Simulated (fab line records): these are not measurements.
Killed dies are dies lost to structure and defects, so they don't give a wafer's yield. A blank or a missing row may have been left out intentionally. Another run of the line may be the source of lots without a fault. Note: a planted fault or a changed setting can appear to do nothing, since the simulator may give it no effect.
Matching of chambers || flow n5 finfet || N5_BEOL_M3_ETCH_74 on rie diel-01: 3 sister chambers
The step etches underlayer in N2/H2, target depth 6.5 nm, time 5.2 s. 6 wafers are shown with their chamber, then 7 later ones without.

WAFERS, EACH WITH ITS CHAMBER
{"wafer": "L075.6", "chamber": 2, "drypump motor current A (A)": 5.4, "showerhead plenum p Torr (Torr)": 2.55}
{"wafer": "L078.1", "chamber": 3, "drypump motor current A (A)": 5.7, "showerhead plenum p Torr (Torr)": 2.62}
{"wafer": "L078.2", "chamber": 2, "drypump motor current A (A)": 5.4, "showerhead plenum p Torr (Torr)": 2.55}
{"wafer": "L078.5", "chamber": 0, "drypump motor current A (A)": 5.4, "showerhead plenum p Torr (Torr)": 2.68}
{"wafer": "L088.2", "chamber": 0, "drypump motor current A (A)": 5.3, "showerhead plenum p Torr (Torr)": 2.68}
{"wafer": "L088.3", "chamber": 3, "drypump motor current A (A)": 5.7, "showerhead plenum p Torr (Torr)": 2.61}

WAFERS WITH NO CHAMBER GIVEN
{"wafer": "L088.5", "drypump motor current A (A)": 5.7, "showerhead plenum p Torr (Torr)": 2.61}
{"wafer": "L092.1", "drypump motor current A (A)": 5.3, "showerhead plenum p Torr (Torr)": 2.67}
{"wafer": "L092.2", "drypump motor current A (A)": 5.7, "showerhead plenum p Torr (Torr)": 2.61}
{"wafer": "L092.4", "drypump motor current A (A)": 5.4, "showerhead plenum p Torr (Torr)": 2.54}
{"wafer": "L094.3", "drypump motor current A (A)": 5.7, "showerhead plenum p Torr (Torr)": 2.61}
{"wafer": "L094.4", "drypump motor current A (A)": 5.5, "showerhead plenum p Torr (Torr)": 2.54}
{"wafer": "L094.5", "drypump motor current A (A)": 5.7, "showerhead plenum p Torr (Torr)": 2.61}

CHAMBER TAKEN BY EACH
{"wafer": "L088.5", "from the rows above": 3, "in truth": 3}
{"wafer": "L092.1", "from the rows above": 0, "in truth": 0}
{"wafer": "L092.2", "from the rows above": 3, "in truth": 3}
{"wafer": "L092.4", "from the rows above": 2, "in truth": 2}
{"wafer": "L094.3", "from the rows above": 3, "in truth": 3}
{"wafer": "L094.4", "from the rows above": 2, "in truth": 2}
{"wafer": "L094.5", "from the rows above": 3, "in truth": 3}
Correctly placed: 7 of 7. Left unplaced by these rows: 0. Number placed wrongly: 0.
How it was worked out, from the rows above alone: a wafer's distance from a chamber is the root of the sum, over the readings, of the square of ((its reading less the chamber's mean) divided by the reading's scatter). If the next closest chamber is less than 2 further off than the closest, the wafer can't be placed; otherwise it belongs to the closest. Each chamber's mean is taken over the wafers shown for it. The scatter: take each reading less its chamber's mean, square it, sum over the shown wafers, divide by the number of wafers less the number of chambers, and take the root.
